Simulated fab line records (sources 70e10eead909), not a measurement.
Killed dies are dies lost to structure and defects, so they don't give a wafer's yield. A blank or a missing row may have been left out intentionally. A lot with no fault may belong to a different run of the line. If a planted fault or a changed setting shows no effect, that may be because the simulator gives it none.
Chamber matching ; flow nandHarc ; pecvd-03 running NHARC_P_M1_PRE_CLEAN_32: 3 sister chambers
The step time 12 s. 6 wafers are shown with their chamber, then 7 later ones without.

== WAFERS PAIRED WITH THEIR CHAMBERS ==
wafer;chamber;heaterPowerW (W)
L078.2;1;719
L078.4;1;732
L082.1;0;586
L082.4;2;557
L090.2;2;460
L090.5;0;547

== WAFERS MISSING THEIR CHAMBER ==
wafer;heaterPowerW (W)
L090.6;689
L096.1;614
L096.3;529
L096.4;574
L097.1;717
L097.2;481
L097.5;485

== THE CHAMBER EACH PASSED THROUGH ==
wafer;from the rows above;in truth
L090.6;can't be placed: 1 or 0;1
L096.1;can't be placed: 0 or 2 or 1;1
L096.3;can't be placed: 2 or 0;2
L096.4;can't be placed: 0 or 2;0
L097.1;1;1
L097.2;can't be placed: 2 or 0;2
L097.5;can't be placed: 2 or 0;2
Correctly placed: 1 of 7. Cannot be placed on the basis of these rows: 6; the candidates contain the true chamber in 6. Wrongly placed: 0.
How it was worked out, from the rows above alone: a wafer's distance from a chamber is the root of the sum, over the readings, of the square of ((its reading less the chamber's mean) divided by the reading's scatter). If the next closest chamber is less than 2 further off than the closest, the wafer can't be placed; otherwise it belongs to the closest. The mean given for a chamber averages the wafers shown for that chamber. How the scatter is found: for the shown wafers, subtract from each reading the mean of its chamber, square and add these, divide the total by (wafers less chambers), then take the root.
